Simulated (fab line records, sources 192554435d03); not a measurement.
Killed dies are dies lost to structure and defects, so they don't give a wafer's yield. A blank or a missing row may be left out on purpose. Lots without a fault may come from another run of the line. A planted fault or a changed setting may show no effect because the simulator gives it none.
A struck lot beside a sound one | flow n5_finfet | 16 steps out of a route of 1938
Sound: wafers L852.1, L852.3, L852.4. Struck: wafers L859.2, L859.6. (L859.1 of the same lot was not struck and is left out.) The cause comes at the end.
At each step with rows: each side's tool, then ch and its chambers, then its first start. Under that, the readings that differ: sound wafers | struck wafers | difference of the means | sigmas: that difference in standard deviations of wafers without a fault.
alike: readings whose means differ by less than 2 such deviations, and words and numbers that are the same on both sides. not compared: withheld readings, readings that some wafer has no value for, bounds like >300 that may hide the same value, and numbers for which the record gives no deviation and whose values overlap.
The two part at a step that has a row with sigmas, a row that says differs or no value, or rows on one side only. Numbers that don't overlap but have no deviation are shown without sigmas and don't part them. A reading that every wafer of one side lacks parts them only if that side has two wafers or more.

N5_BEOL_M4_SPUTTER_90: material Cu, target thk 4.5 nm, time 8.29 s.
  sound on pvd_sputter-01, day 8 08:14; struck on pvd_sputter-02, day 9 16:29
  alike: chamber_pressure_pa, throttle_valve_pct
N5_BEOL_M4_ANNEAL_91: time 240 s.
  sound on pvd_sputter-01, day 8 08:19; struck on pvd_sputter-02, day 9 16:34
  alike: heater_power_w
then, 4 steps without rows for these wafers: N5_BEOL_M4_SPUTTER_92 (material Cu, target thk 4.5 nm, time 8.29 s); N5_BEOL_M4_ANNEAL_93 (time 240 s); N5_BEOL_M4_SPUTTER_94 (material Cu, target thk 4.5 nm, time 8.29 s); N5_BEOL_M4_ANNEAL_95 (time 240 s).
N5_BEOL_M4_SPUTTER_96: material Cu, target thk 4.5 nm, time 8.29 s.
  sound on pvd_sputter-01, day 8 08:54; struck on pvd_sputter-02, day 9 17:08
  alike: chamber_pressure_pa, throttle_valve_pct
then, 1 step without rows for these wafers: N5_BEOL_M4_ECD_50 (material Cu, target thk 300 nm).
N5_BEOL_M4_ANNEAL_51: time 90 s.
  sound on rtp_anneal-01 ch 0, day 8 09:06; struck on rtp_anneal-02 ch 0, day 9 17:20
  reading          | sound                | struck        | difference | sigmas
  wafer_temp_C_max | 226.15 225.94 226.12 | 226.44 227.11 | +0.71      | +2
N5_BEOL_M4_CMP_52: polishes, stops on SiOC, t overpolish 6.8 s, target thk 40 nm.
  sound on cmp-02 ch 0,1,3, day 8 09:24; struck on cmp-02 ch 1,3, day 9 17:38
  alike: barrier_field_endpoint_s, motor_current_A, overpolish_run_s, time_to_endpoint_s
  not compared: pad_life_wafers
N5_BEOL_M4_THK_MEAS_53: measures by xrf.
  sound on film_metro-02, day 8 09:41; struck on film_metro-02, day 9 17:56
  alike: M4_THK
then, 1 step without rows for these wafers: N5_BEOL_M4_PRE_CLEAN_60 (time 15 s).
N5_BEOL_M4_CO_CAP_55: material Co, precursor CCTBA/H2, target thk 2 nm, time 102.1 s.
  sound on cvd_co-02 ch 1,2, day 8 09:46; struck on cvd_co-02 ch 0,2, day 9 18:00
  reading                                   | sound             | struck    | difference | sigmas
  run_length_s (s)                          | 125.6 125.6 125.5 | 82.9 83.0 | -42.6      | -99 or more
  model.Co_of_BEOL_M4_CO_CAP_55.thk_nm (nm) | 1.8 1.8 1.8       | 1.2 1.4   | -0.5       |
  alike: heater_power_w
then, 1 step without rows for these wafers: N5_BEOL_M4_PRE_CLEAN_56 (time 15 s).
N5_BEOL_M4_RC_MEAS_101:
  sound on prober-01 ch 0, day 8 10:00; struck on prober-01 ch 0, day 9 18:14
  alike: DIBL_N, DIBL_P, IOFF_N, IOFF_P, ION_N, ION_P, SS_N, SS_P, VT_N, VT_P
-- the record jumps here: 4 days lie between the struck wafers' starts before and after (it left off in module BEOL_M4 and takes up again in module PASSIVATION, whose first step shown is number 1936 of the route) --
N5_PASSIVATION_PROBE_49:
  the record has rows for the struck wafers here (prober-02, day 13 17:03) and none for the sound ones

WHERE THEY PART
First at N5_BEOL_M4_ANNEAL_51; last, within this record, at N5_PASSIVATION_PROBE_49.

WHY: what the simulator had put in
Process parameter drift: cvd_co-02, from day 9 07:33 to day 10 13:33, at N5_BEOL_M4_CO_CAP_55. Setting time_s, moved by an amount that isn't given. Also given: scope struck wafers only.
